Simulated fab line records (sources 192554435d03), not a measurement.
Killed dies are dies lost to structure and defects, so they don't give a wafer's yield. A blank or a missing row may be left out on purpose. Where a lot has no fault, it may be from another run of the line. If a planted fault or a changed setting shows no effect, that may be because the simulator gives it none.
fab line records	flow n5Finfet
record lots=12	wafers=33	lastDay=19
route steps=1938 shown BEOL_M6@1241 PASSIVATION@1936
lots with no fault: from the same line, run without faults
startH: hours from the record's first day to the start of the lot's first wafer shown	waitH: how many hours have passed since the lot's step before this one	" as in the row above	L1.1+2: a single row standing in for several wafers	- no value present, or no start provided	* or withheld: withheld	< > ~ a bound
route shown NAME@n: names a module that has steps shown in the file, with the first one's number in the route	usual: mean and standard deviation over wafers with no fault	same: alike in all rows	chamber/n: place in a boat	sites: per-site readings	_std_site: their standard deviation	_edge_site: the outer-site mean with the inner-site mean subtracted	radiusMm: how far each site lies from the wafer's centre	mask NAME#n: copy n	behind: the tool/chamber that last shaped the wafer	hold: what put the lot on hold/how long, in hours/how the hold closed	device: which transistor (n, p or np) failed to switch	end of line: the route-end tests of the same wafers	a step given without rows: its recipe and nothing more	killed: at the first sort, the dies lost to defects and structure; wafer yield is something else	map: per-die view of a wafer (x killed, . not killed, _ where there is no die)
set.NAME: setting as actually run; set.NAME@STEP: the setting as run at that earlier step	model.NAME: the simulator's own value behind a step, which no gauge read
a sample of lots followed through the steps of the route, with each step as a table and each wafer as a row
services: a tool's chamber out of use, with start hour (startH, from the record's first day; less than 0 if before it), hours out, and reason
## steps
# step N5_BEOL_M6_STRIP_80
# recipe chemistry=N2/H2	timeS=10	powerW=450	tempC=40	pressureMtorr=20	rfFrequencyHz=6e+07	biasPowerW=7	n2FlowSccm=200	h2FlowSccm=200
# usual drypumpMotorCurrentA=5.8/0.43	oesProductAu=0.77/0.1	rfVppV=59.3/0.84	showerheadPlenumPTorr=2.57/0.095	throttleValvePct=23.69/0.27
lot.wafer	tool	chamber	startH	waitH	drypumpMotorCurrentA	oesProductAu	rfHoursCounterH	rfVppV	showerheadPlenumPTorr	throttleValvePct
L375.2	rieDiel-05	0	-	-	5.6	0.68	221	58.7	2.53	24.09
L375.5	"	2	"	"	5.5	0.72	-	60.8	2.63	23.76
L375.6	"	1	"	"	6.5	0.65	-	58.8	2.38	23.90
L376.2	rieDiel-04	0	-	-	5.6	0.79	99	58.9	2.43	23.04
L376.4	"	3	"	"	5.7	0.69	227	59.0	2.63	24.01
L376.5	"	3	"	"	5.7	0.68	-	59.6	2.63	23.99
L379.1	rieDiel-02	2	-	-	6.4	0.81	83	59.6	2.69	23.63
L379.2	"	1	"	"	5.8	0.70	218	59.6	2.63	23.90
L379.6	"	2	"	"	6.4	0.81	-	60.0	2.69	23.62
L380.1	rieDiel-02	2	-	-	6.4	0.80	89	59.4	2.68	23.65
L380.4	"	1	"	"	5.8	0.70	222	58.6	2.63	23.89
L380.5	"	2	"	"	6.4	0.80	-	60.9	2.68	23.63
L383.3	rieDiel-04	2	-	-	6.0	0.72	217	57.7	2.42	23.83
L383.5	"	1	"	"	5.3	0.69	-	59.5	2.62	23.96
L383.6	"	0	"	"	5.6	0.78	-	58.2	2.43	23.08
L386.4	rieDiel-05	3	-	-	6.1	0.72	199	59.1	2.51	23.59
L386.5	"	0	"	"	5.6	0.67	-	59.8	2.52	24.11
L386.6	"	3	"	"	6.1	0.71	-	61.0	2.51	23.60
L387.2	rieDiel-05	3	-	-	6.1	0.70	201	58.5	2.51	23.59
L387.5	"	3	"	"	6.1	0.71	-	58.6	2.51	23.59
L387.6	"	2	"	"	5.5	0.70	-	60.0	2.62	23.80
L385.1	rieDiel-02	0	-	-	5.8	0.92	17	58.6	2.69	23.33
L385.4	"	2	"	"	6.4	0.79	102	59.4	2.68	23.66
L385.5	"	0	"	"	5.8	0.93	-	60.0	2.69	23.33
L388.3	rieDiel-05	0	-	-	5.6	0.67	246	57.6	2.52	24.13
L388.5	"	1	"	"	6.5	0.94	-	60.4	2.69	23.66
L389.2	rieDiel-02	0	-	-	5.8	0.91	26	59.6	2.69	23.33
L389.3	"	1	"	"	5.8	0.68	244	57.5	2.62	23.93
L390.1	rieDiel-04	3	-	-	5.8	0.95	3	59.1	2.62	24.03
L390.5	"	2	"	"	6.1	0.71	-	59.3	2.41	23.85
L396.1	rieDiel-04	0	-	-	5.6	0.75	144	57.8	2.42	23.11
L396.4	"	3	"	"	5.7	0.92	14	60.1	2.61	24.05
L396.5	"	2	"	"	6.1	0.70	-	59.5	2.41	23.88
# step N5_BEOL_M6_CD_MEAS_35
# recipe targetCdNm=40	targetCdYNm=28	polarity=opening
# usual cdNm=39.6/0.57
lot.wafer	tool	chamber	startH	waitH	cdNm
L376.2	cdSem-03	-	222.35	0.0	40.1
L376.4	"	-	"	"	38.8
L376.5	"	-	"	"	39.2
L375.2	cdSem-03	-	222.41	0.0	40.0
L375.5	"	-	"	"	39.0
L375.6	"	-	"	"	39.4
L379.1	cdSem-03	-	226.39	0.0	38.3
L379.2	"	-	"	"	40.2
L379.6	"	-	"	"	39.8
L380.1	cdSem-02	-	242.75	0.0	40.0
L380.4	"	-	"	"	40.1
L380.5	"	-	"	"	39.7
L383.3	cdSem-02	-	260.39	0.0	39.8
L383.5	"	-	"	"	40.7
L383.6	"	-	"	"	39.4
L386.4	cdSem-03	-	273.58	0.0	39.8
L386.5	"	-	"	"	40.4
L386.6	"	-	"	"	39.2
L387.2	cdSem-01	-	278.12	0.0	39.6
L387.5	"	-	"	"	40.2
L387.6	"	-	"	"	39.7
L385.1	cdSem-03	-	278.43	0.0	39.8
L385.4	"	-	"	"	39.7
L385.5	"	-	"	"	39.5
L388.3	cdSem-02	-	292.39	0.0	38.5
L388.5	"	-	"	"	38.6
L389.2	cdSem-03	-	299.46	0.0	39.3
L389.3	"	-	"	"	39.4
L390.1	cdSem-02	-	310.37	0.0	39.9
L390.5	"	-	"	"	39.7
L396.1	cdSem-01	-	355.16	0.0	39.8
L396.4	"	-	"	"	39.7
L396.5	"	-	"	"	39.2
# step N5_BEOL_M6_CMP_52
# recipe stopOn=SiCOH_lowk	tOverpolishS=6.9	downForcePsi=1	platenRpm=50	clearingPlatenDownForcePsi=1.5	clearingPlatenRpm=50	postCmpClean=cuAlkaline	targetThkNm=80	clearingPlatenPadVelocityMS=0.99484	padVelocityMS=0.99484
# usual barrierFieldEndpointS=28.8/0.61	edgeZonePressureFrac=1.000/0.0052	motorCurrentA=6.2/0.61	overpolishRunS=6.900/0.0091	platenRpm=50.00/0.035	slurryFilterDpKPa=13.50/0.14	timeToEndpointS=61.6/2.6
lot.wafer	tool	chamber	startH	waitH	barrierFieldEndpointS	edgeZonePressureFrac	motorCurrentA	overpolishRunS	platenRpm	slurryFilterDpKPa	timeToEndpointS
L376.2	cmp-03	3	224.63	0.2	28.6	1.005	5.3	6.897	50.00	13.58	65.5
L376.4	"	2	"	"	28.4	0.992	6.5	6.904	49.99	13.78	62.5
L376.5	"	0	"	"	29.3	0.998	6.9	6.895	50.00	13.37	65.1
L375.2	cmp-02	0	224.80	0.3	28.5	1.002	6.7	6.880	49.94	13.15	62.3
L375.6	"	1	"	"	29.8	0.998	6.1	6.894	49.95	13.54	64.0
L375.5	"	2	"	"	28.8	0.995	6.1	6.907	50.01	13.68	58.6
L379.1	cmp-02	0	228.62	0.3	28.8	0.995	6.6	6.916	49.96	13.41	58.8
L379.2	"	1	"	"	28.3	0.999	6.5	6.900	49.97	13.54	61.8
L379.6	"	3	"	"	28.2	0.996	6.9	6.908	49.97	13.32	59.1
L380.4	cmp-04	0	246.72	0.1	29.3	1.003	4.9	6.895	50.04	13.40	61.8
L380.1	"	2	"	"	29.4	1.009	6.0	6.906	49.98	13.50	64.9
L380.5	"	0	"	"	29.3	1.010	5.0	6.889	50.09	13.27	59.3
L383.3	cmp-03	0	264.45	0.2	28.7	1.005	7.0	6.896	49.95	13.10	64.0
L383.5	"	2	"	"	29.0	0.995	6.5	6.905	50.03	13.38	60.2
L383.6	"	3	"	"	28.5	1.005	5.7	6.907	50.09	13.56	62.7
L386.4	cmp-02	2	275.95	0.2	28.0	0.992	6.2	6.918	49.97	13.53	61.5
L386.5	"	3	"	"	28.7	1.002	7.5	6.898	50.00	13.26	59.4
L386.6	"	0	"	"	29.5	1.008	6.4	6.901	50.02	13.44	61.8
L387.2	cmp-04	3	281.15	0.3	28.9	1.000	6.3	6.911	49.94	13.69	61.2
L387.6	"	0	"	"	29.5	1.005	5.1	6.907	49.98	13.52	63.8
L387.5	"	1	"	"	29.6	1.006	6.8	6.905	49.98	13.42	64.4
L385.1	cmp-03	3	281.36	0.3	29.3	0.996	6.2	6.897	49.94	13.19	61.9
L385.4	"	0	"	"	29.3	1.002	6.6	6.897	50.00	13.61	63.7
L385.5	"	2	"	"	29.1	1.004	6.6	6.907	50.00	13.63	61.0
L388.3	cmp-04	1	294.57	0.2	15.9	0.998	6.9	6.902	49.99	13.41	34.9
L388.5	"	2	"	"	15.6	0.996	5.6	6.907	49.99	13.46	33.7
L389.3	cmp-04	2	304.25	0.2	16.2	1.000	5.9	6.897	50.03	13.47	34.4
L389.2	"	0	"	"	28.3	1.005	5.0	6.892	49.99	13.34	62.2
L390.1	cmp-04	1	315.39	0.3	28.9	1.003	6.4	6.894	49.98	13.47	59.5
L390.5	"	3	"	"	16.2	1.009	5.9	6.900	49.99	13.65	32.4
L396.1	cmp-02	3	356.67	0.3	28.7	0.999	7.2	6.901	49.98	13.63	56.7
L396.4	"	0	"	"	29.0	0.997	6.5	6.887	50.05	13.57	61.9
L396.5	"	3	"	"	29.5	0.998	7.3	6.894	50.02	13.48	60.1
# step N5_BEOL_M6_INSPECT_58
# recipe inspectInstrument=darkfield	mode=postDep
# usual rawDefectCount=71/27
lot.wafer	tool	chamber	startH	waitH	rawDefectCount
L376.2	defectInspect-01	-	225.08	0.0	51
L376.4	"	-	"	"	68
L376.5	"	-	"	"	60
L375.2	defectInspect-01	-	225.14	0.0	100
L375.5	"	-	"	"	85
L375.6	"	-	"	"	82
L379.1	defectInspect-02	-	229.12	0.0	37
L379.2	"	-	"	"	56
L379.6	"	-	"	"	55
L380.1	defectInspect-02	-	247.17	0.0	84
L380.4	"	-	"	"	92
L380.5	"	-	"	"	71
L383.3	defectInspect-01	-	264.83	0.0	91
L383.5	"	-	"	"	50
L383.6	"	-	"	"	69
L386.4	defectInspect-02	-	276.29	0.0	63
L386.5	"	-	"	"	51
L386.6	"	-	"	"	49
L387.2	defectInspect-02	-	281.49	0.0	80
L387.5	"	-	"	"	63
L387.6	"	-	"	"	54
L385.1	defectInspect-02	-	281.77	0.0	51
L385.4	"	-	"	"	73
L385.5	"	-	"	"	64
L388.3	defectInspect-01	-	295.02	0.0	61
L388.5	"	-	"	"	87
L389.2	defectInspect-01	-	304.71	0.0	40
L389.3	"	-	"	"	41
L390.1	defectInspect-01	-	315.77	0.0	75
L390.5	"	-	"	"	67
L396.1	defectInspect-01	-	357.08	0.0	164
L396.4	"	-	"	"	110
L396.5	"	-	"	"	102
# step N5_PASSIVATION_PROBE_49
# usual defectLimitedYield=91.6/1.4	killed_at_M0_to_M3=35/10	killed_at_M4_up=13/4.8	killedAtContacts=12/7.2	killedAtFrontEnd=36/12	killedAtOther=4/3.1	killedDies=100/17	killedOpen=66/13	killedShort=32/7.3	sort_bin_4_leakage=0.00/0.0099	sort_bin_5_function=5.0/0.94	sort_bin_6_memory=3.1/0.67	sort_bin_8_speed=0.01/0.047	sortNPass=1080/17
# same grossDies=1180	killedAtBackSide=0
lot.wafer	tool	chamber	startH	waitH	defectLimitedYield[%]	killed_at_M0_to_M3	killed_at_M4_up	killedAtContacts	killedAtFrontEnd	killedAtOther	killedDies	killedOpen	killedShort	sort_bin_4_leakage[%]	sort_bin_5_function[%]	sort_bin_6_memory[%]	sort_bin_8_speed[%]	sortNPass
L376.2	prober-02	-	311.78	0.1	91.5	43	11	20	24	2	100	64	36	0	4.5	3.4	0	1080
L376.4	prober-02	-	311.88	0.2	90.9	47	14	8	35	3	107	69	38	0.08	5.3	3.7	0	1072
L376.5	prober-02	-	311.93	0.2	89.5	60	16	15	31	2	124	69	51	0	6.3	3.7	0	1056
L375.2	prober-01	-	317.24	0.1	91.8	38	8	12	35	4	97	59	38	0	4.1	3.6	0	1083
L375.5	prober-01	-	317.39	0.2	91.0	41	14	16	35	0	106	76	30	0	5.5	3.5	0	1074
L375.6	prober-01	-	317.44	0.3	93.1	40	3	11	28	0	82	51	31	0	4.9	1.7	0.08	1097
L379.1	prober-02	-	322.84	0.0	91.3	38	6	29	27	3	103	63	40	0	4.8	3.6	0	1077
L379.2	prober-02	-	322.89	0.1	90.0	22	10	37	45	4	118	75	43	0	5.9	3.7	0	1062
L379.6	prober-02	-	323.09	0.3	89.1	26	13	26	61	3	129	76	51	0	6.4	4.1	0.08	1051
L380.1	prober-02	-	356.02	0.0	93.2	34	6	17	18	5	80	43	36	0	4.2	2.4	0	1100
L380.4	prober-02	-	356.17	0.2	90.9	38	14	24	24	7	107	64	43	0	5.2	3.2	0	1073
L380.5	prober-02	-	356.22	0.2	89.7	38	11	35	31	6	121	82	38	0	5.7	4.3	0	1059
L383.3	prober-02	-	371.47	0.1	91.0	27	16	12	50	1	106	78	26	0	4.9	3.6	0	1074
L383.5	prober-02	-	371.57	0.2	89.7	34	20	10	52	6	122	88	32	0	5.6	4.4	0	1058
L383.6	prober-02	-	371.62	0.3	90.9	23	20	6	56	2	107	78	28	0	4.2	4.7	0	1073
L386.4	prober-02	-	376.90	0.2	91.6	44	12	7	23	13	99	67	32	0	4.7	3.3	0	1081
L386.5	prober-02	-	376.95	0.2	92.1	36	17	9	24	7	93	61	32	0	4.3	3.6	0	1087
L386.6	prober-02	-	377.00	0.3	90.2	38	17	10	41	10	116	78	38	0	6.0	3.6	0	1064
L387.2	prober-02	-	377.10	0.4	91.6	46	14	7	26	6	99	62	36	0	5.0	3.2	0	1081
L387.5	prober-02	-	377.25	0.5	91.5	42	15	4	38	1	100	59	40	0	5.3	2.6	0	1080
L387.6	prober-02	-	377.30	0.6	92.6	42	9	4	28	4	87	61	26	0	4.2	3.1	0	1093
L388.5	prober-01	-	389.21	0.2	91.3	47	18	7	24	7	103	68	33	0	5.4	3.0	0	1077
L385.1	prober-01	-	389.60	0.0	91.5	37	7	13	39	4	100	61	39	0	4.6	3.6	0	1080
L385.4	prober-01	-	389.75	0.2	91.2	31	7	8	52	6	104	68	36	0	5.3	3.2	0	1076
L385.5	prober-01	-	389.80	0.2	92.0	30	25	12	26	1	94	65	29	0	5.0	2.9	0.17	1084
L389.2	prober-02	-	407.22	0.1	93.5	22	16	12	23	4	77	53	24	0	3.5	2.6	0	1103
L389.3	prober-02	-	407.27	0.1	92.7	32	18	15	19	2	86	60	26	0	4.2	3.0	0	1094
L390.1	prober-02	-	418.14	0.0	92.6	20	16	19	28	4	87	64	20	0	4.3	2.8	0.08	1093
L390.5	prober-02	-	418.34	0.2	91.3	33	8	12	45	5	103	64	36	0	5.2	3.2	0	1077
L396.1	prober-02	-	443.70	0.0	91.6	27	12	11	46	3	99	66	33	0	5.8	2.5	0	1081
L396.4	prober-02	-	443.85	0.2	87.4	38	26	17	63	5	149	95	54	0	7.2	5.0	0	1031
L396.5	prober-02	-	443.90	0.2	89.7	46	18	8	46	4	122	84	35	0	6.5	3.6	0	1058
# killed by level:class
L376.2 MOL_CONTACT_COAG:geometricParticle:open=15 BEOL_M0_SAQP:geometricParticle:short=10 BEOL_M0_SAQP:geometricParticle:open=7 BEOL_M1:geometricParticle:open=7 BEOL_M2:geometricParticle:short=6 MOL_CONTACT_COAG:geometricParticle:short=5 BEOL_M3:geometricParticle:open=5 STARTING-WAFER:geometricParticle:open=5
L376.4 BEOL_M0_SAQP:geometricParticle:open=10 BEOL_M0_SAQP:geometricParticle:short=10 BEOL_M1:geometricParticle:open=9 FIN_SAQP:geometricParticle:open=8 MOL_CONTACT_COAG:geometricParticle:open=8 BEOL_M4:geometricParticle:open=7 FIN_SAQP:geometricParticle:short=6 BEOL_M2:geometricParticle:open=6
L376.5 FIN_SAQP:geometricParticle:short=18 BEOL_M2:geometricParticle:open=14 BEOL_M0_SAQP:geometricParticle:short=13 MOL_CONTACT_COAG:geometricParticle:open=13 BEOL_M3:geometricParticle:open=10 BEOL_M0_SAQP:geometricParticle:open=8 BEOL_M2:geometricParticle:short=7 FIN_SAQP:geometricParticle:open=5
L375.2 FIN_SAQP:geometricParticle:short=11 BEOL_M0_SAQP:geometricParticle:open=10 FIN_SAQP:geometricParticle:open=9 MOL_CONTACT_COAG:geometricParticle:open=9 BEOL_M0_SAQP:geometricParticle:short=7 BEOL_M3:geometricParticle:open=7 DUMMY_GATE:geometricParticle:open=4 BEOL_M2:geometricParticle:open=4
L375.5 MOL_CONTACT_COAG:geometricParticle:open=14 FIN_SAQP:geometricParticle:open=13 BEOL_M2:geometricParticle:open=8 BEOL_M1:geometricParticle:open=6 BEOL_M3:geometricParticle:open=6 BEOL_M0_SAQP:geometricParticle:open=6 BEOL_M5:geometricParticle:open=6 STARTING-WAFER:geometricParticle:short=6
L375.6 MOL_CONTACT_COAG:geometricParticle:open=9 BEOL_M0_SAQP:geometricParticle:short=9 BEOL_M0_SAQP:geometricParticle:open=7 STI_FIN_REVEAL:geometricParticle:open=6 GATE_CUT:geometricParticle:open=6 BEOL_M3:geometricParticle:open=6 FIN_SAQP:geometricParticle:short=5 BEOL_M3:geometricParticle:short=5
L379.1 MOL_CONTACT_COAG:geometricParticle:open=23 BEOL_M0_SAQP:geometricParticle:short=13 FIN_SAQP:geometricParticle:short=8 BEOL_M2:geometricParticle:open=8 BEOL_M0_SAQP:geometricParticle:open=7 MOL_CONTACT_COAG:geometricParticle:short=6 FIN_SAQP:geometricParticle:open=5 BEOL_M2:geometricParticle:short=4
L379.2 MOL_CONTACT_COAG:geometricParticle:open=26 MOL_CONTACT_COAG:geometricParticle:short=11 FIN_SAQP:geometricParticle:open=10 FIN_SAQP:geometricParticle:short=10 GATE_CUT:geometricParticle:short=7 BEOL_M4:geometricParticle:open=7 STI_FIN_REVEAL:geometricParticle:open=6 BEOL_M2:geometricParticle:open=6
L379.6 FIN_SAQP:geometricParticle:short=21 MOL_CONTACT_COAG:geometricParticle:open=21 FIN_SAQP:geometricParticle:open=17 GATE_CUT:geometricParticle:short=10 BEOL_M0_SAQP:geometricParticle:open=8 BEOL_M0_SAQP:geometricParticle:short=6 MOL_CONTACT_COAG:geometricParticle:short=5 STI_FIN_REVEAL:geometricParticle:open=4
L380.1 MOL_CONTACT_COAG:geometricParticle:open=12 BEOL_M0_SAQP:geometricParticle:open=9 BEOL_M0_SAQP:geometricParticle:short=9 BEOL_M2:geometricParticle:open=6 MOL_CONTACT_COAG:geometricParticle:short=5 BEOL_M2:geometricParticle:short=5 STI_FIN_REVEAL:geometricParticle:open=4 MIM_TOP:geometricParticle:short=4
L380.4 MOL_CONTACT_COAG:geometricParticle:open=17 BEOL_M0_SAQP:geometricParticle:open=13 BEOL_M0_SAQP:geometricParticle:short=9 BEOL_M2:geometricParticle:open=9 MOL_CONTACT_COAG:geometricParticle:short=7 STARTING-WAFER:geometricParticle:short=6 FIN_SAQP:geometricParticle:open=5 BEOL_M5:geometricParticle:short=5
L380.5 MOL_CONTACT_COAG:geometricParticle:open=25 STI_FIN_REVEAL:geometricParticle:open=19 BEOL_M0_SAQP:geometricParticle:open=11 MOL_CONTACT_COAG:geometricParticle:short=10 BEOL_M0_SAQP:geometricParticle:short=9 BEOL_M2:geometricParticle:open=7 BEOL_M1:geometricParticle:open=4 BEOL_M5:geometricParticle:open=4
L383.3 STI_FIN_REVEAL:geometricParticle:open=17 MOL_CONTACT_COAG:geometricParticle:open=10 BEOL_M2:geometricParticle:open=7 BEOL_M4:geometricParticle:open=7 FIN_SAQP:geometricParticle:short=6 FIN_SAQP:geometricParticle:open=6 DUMMY_GATE:geometricParticle:open=4 BEOL_M0:geometricParticle:open=4
L383.5 STI_FIN_REVEAL:geometricParticle:open=13 BEOL_M4:geometricParticle:open=12 DUMMY_GATE:geometricParticle:open=11 MOL_CONTACT_COAG:geometricParticle:open=9 BEOL_M1:geometricParticle:open=9 FIN_SAQP:geometricParticle:short=7 BEOL_M2:geometricParticle:short=6 FIN_SAQP:geometricParticle:open=5
L383.6 STI_FIN_REVEAL:geometricParticle:open=20 BEOL_M4:geometricParticle:open=14 BEOL_M2:geometricParticle:open=8 FIN_SAQP:geometricParticle:short=7 ILD0:geometricParticle:open=5 BEOL_M0_SAQP:geometricParticle:open=5 FIN_SAQP:geometricParticle:open=4 STI_FIN_REVEAL:geometricParticle:short=4
L386.4 BEOL_M0_SAQP:geometricParticle:open=10 BEOL_M3:geometricParticle:open=9 FIN_SAQP:geometricParticle:open=8 BEOL_M2:geometricParticle:open=6 MIM_TOP_ETCH:geometricParticle:open=6 BEOL_M3:geometricParticle:short=5 MOL_CONTACT_COAG:geometricParticle:open=4 BEOL_M0_SAQP:geometricParticle:short=4
L386.5 BEOL_M2:geometricParticle:open=9 BEOL_M3:geometricParticle:open=8 MOL_CONTACT_COAG:geometricParticle:open=7 FIN_SAQP:geometricParticle:open=6 GATE_CUT:geometricParticle:short=5 BEOL_M0_SAQP:geometricParticle:open=5 BEOL_M4:geometricParticle:short=5 BEOL_M5:geometricParticle:open=5
L386.6 FIN_SAQP:geometricParticle:open=13 MOL_CONTACT_COAG:geometricParticle:open=8 BEOL_M3:geometricParticle:open=8 BEOL_M0_SAQP:geometricParticle:short=7 BEOL_M0_SAQP:geometricParticle:open=7 FIN_SAQP:geometricParticle:short=6 STI_FIN_REVEAL:geometricParticle:open=6 BEOL_M5:geometricParticle:open=6
L387.2 BEOL_M3:geometricParticle:open=14 BEOL_M0_SAQP:geometricParticle:short=13 BEOL_M0_SAQP:geometricParticle:open=10 BEOL_M4:geometricParticle:open=8 FIN_SAQP:geometricParticle:short=7 MOL_CONTACT_COAG:geometricParticle:open=6 FIN_SAQP:geometricParticle:open=5 BEOL_M3:geometricParticle:short=3
L387.5 BEOL_M0_SAQP:geometricParticle:short=13 FIN_SAQP:geometricParticle:short=10 BEOL_M4:geometricParticle:open=9 BEOL_M0_SAQP:geometricParticle:open=7 BEOL_M2:geometricParticle:open=7 FIN_SAQP:geometricParticle:open=6 BEOL_M0:geometricParticle:open=5 STARTING-WAFER:geometricParticle:open=5
L387.6 BEOL_M2:geometricParticle:open=19 ILD0:geometricParticle:short=6 BEOL_M0:geometricParticle:open=6 BEOL_M3:geometricParticle:open=6 DUMMY_GATE:geometricParticle:open=5 BEOL_M0_SAQP:geometricParticle:short=4 FIN_SAQP:geometricParticle:open=3 BEOL_M7:geometricParticle:open=3
L388.5 BEOL_M0_SAQP:geometricParticle:open=14 BEOL_M0_SAQP:geometricParticle:short=10 FIN_SAQP:geometricParticle:short=8 BEOL_M1:geometricParticle:open=8 MOL_CONTACT_COAG:geometricParticle:open=6 STI_FIN_REVEAL:geometricParticle:open=5 BEOL_M2:geometricParticle:open=5 BEOL_M7:geometricParticle:open=5
L385.1 BEOL_M0_SAQP:geometricParticle:open=9 BEOL_M0_SAQP:geometricParticle:short=9 FIN_SAQP:geometricParticle:short=8 MOL_CONTACT_COAG:geometricParticle:open=8 BEOL_M1:geometricParticle:open=8 FIN_SAQP:geometricParticle:open=7 STI_FIN_REVEAL:geometricParticle:open=7 MOL_CONTACT_COAG:geometricParticle:short=5
L385.4 STI_FIN_REVEAL:geometricParticle:open=16 DUMMY_GATE:geometricParticle:open=9 BEOL_M1:geometricParticle:open=9 MOL_CONTACT_COAG:geometricParticle:open=8 BEOL_M0_SAQP:geometricParticle:short=7 FIN_SAQP:geometricParticle:short=5 FIN_SAQP:geometricParticle:open=5 STI_FIN_REVEAL:geometricParticle:short=3
L385.5 BEOL_M1:geometricParticle:open=11 MOL_CONTACT_COAG:geometricParticle:open=9 BEOL_M4:geometricParticle:open=9 DUMMY_GATE:geometricParticle:open=6 FIN_SAQP:geometricParticle:open=5 BEOL_M0_SAQP:geometricParticle:short=5 BEOL_M2:geometricParticle:open=5 FIN_SAQP:geometricParticle:short=4
L389.2 MOL_CONTACT_COAG:geometricParticle:open=9 BEOL_M0_SAQP:geometricParticle:short=8 BEOL_M1:geometricParticle:open=6 BEOL_M4:geometricParticle:open=6 BEOL_M0_SAQP:geometricParticle:open=4 FIN_SAQP:geometricParticle:open=3 FIN_CUT:geometricParticle:open=3 STI_FIN_REVEAL:geometricParticle:open=3
L389.3 MOL_CONTACT_COAG:geometricParticle:open=15 BEOL_M4:geometricParticle:open=11 BEOL_M0_SAQP:geometricParticle:short=8 BEOL_M0_SAQP:geometricParticle:open=6 BEOL_M0:geometricParticle:open=5 BEOL_M2:geometricParticle:open=5 FIN_SAQP:geometricParticle:open=4 STI_FIN_REVEAL:geometricParticle:short=3
L390.1 MOL_CONTACT_COAG:geometricParticle:open=15 FIN_SAQP:geometricParticle:open=7 BEOL_M3:geometricParticle:open=7 BEOL_M4:geometricParticle:open=6 STI_FIN_REVEAL:geometricParticle:open=5 BEOL_M0_SAQP:geometricParticle:open=5 SPACER0:geometricParticle:open=4 MOL_CONTACT_COAG:geometricParticle:short=4
L390.5 MOL_CONTACT_COAG:geometricParticle:open=10 BEOL_M2:geometricParticle:open=9 DUMMY_GATE:geometricParticle:open=8 FIN_SAQP:geometricParticle:open=7 FIN_SAQP:geometricParticle:short=7 BEOL_M1:geometricParticle:open=6 BEOL_M3:geometricParticle:open=6 GATE_CUT:geometricParticle:short=5
L396.1 FIN_SAQP:geometricParticle:short=14 MOL_CONTACT_COAG:geometricParticle:open=11 FIN_SAQP:geometricParticle:open=7 GATE_CUT:geometricParticle:short=7 STI_FIN_REVEAL:geometricParticle:open=6 BEOL_M0_SAQP:geometricParticle:open=6 BEOL_M1:geometricParticle:open=6 BEOL_M2:geometricParticle:open=6
L396.4 BEOL_M4:geometricParticle:open=16 MOL_CONTACT_COAG:geometricParticle:open=13 STI_FIN_REVEAL:geometricParticle:open=12 BEOL_M0_SAQP:geometricParticle:short=11 FIN_SAQP:geometricParticle:short=10 FIN_SAQP:geometricParticle:open=8 BEOL_M2:geometricParticle:open=7 STI_FIN_REVEAL:geometricParticle:short=6
L396.5 BEOL_M1:geometricParticle:open=17 BEOL_M4:geometricParticle:open=9 FIN_SAQP:geometricParticle:short=7 BEOL_M0_SAQP:geometricParticle:open=7 BEOL_M3:geometricParticle:open=7 BEOL_M1:geometricParticle:short=7 FIN_SAQP:geometricParticle:open=5 STI_FIN_REVEAL:geometricParticle:open=5
## services
tool	chamber	startH	hours	kind
cmp-03	-	200.62	13.4	pm
rieDiel-02	1	236.01	1.8	repair
cmp-03	-	237.49	1.0	repair
cmp-03	-	240.40	3.9	pm
rieDiel-04	-	241.54	0.5	repair
cmp-03	-	250.66	1.3	repair
rieDiel-02	-	268.92	2.8	pm
cmp-03	-	275.55	2.8	repair
rieDiel-05	2	293.30	10.5	repair
cmp-04	-	296.05	0.3	repair
rieDiel-05	-	300.33	0.8	repair
rieDiel-02	0	304.01	13.7	repair
cmp-03	-	311.47	1.6	repair
cmp-04	-	315.94	0.9	repair
cmp-02	-	319.88	12.0	pm
cmp-04	-	322.00	0.2	repair
cmp-03	-	326.61	2.4	repair
rieDiel-04	-	328.22	20.3	repair
cmp-03	-	329.16	4.2	pm
rieDiel-02	2	329.23	17.8	repair
rieDiel-05	-	333.67	14.6	pm
cmp-03	-	335.83	2.4	repair
cmp-02	-	347.14	1.0	repair
cmp-02	-	350.49	4.9	pm
## key
firstSign step=N5_BEOL_M6_CMP_52	reading=barrierFieldEndpointS	direction=down	sigmas=21	usual=28.8	struck=16.0
effect step=N5_BEOL_M6_CMP_52	reading=timeToEndpointS	direction=down	sigmas=11	usual=*	struck=*
metAt N5_BEOL_M6_CMP_52
struckLots L388,L389,L390
struckWafers L388.3,L388.5,L389.3,L390.5
notActingAt N5_BEOL_M6_STRIP_80,N5_BEOL_M6_CD_MEAS_35,N5_BEOL_M6_INSPECT_58
onsetBetween 281.15 294.57
fault kind=processParameterDrift	tool=cmp-04	chamber=-	onsetH=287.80	steps=N5_BEOL_M6_CMP_52	channel=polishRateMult	offset=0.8	shape=step	endH=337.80	scope=struckWafersOnly
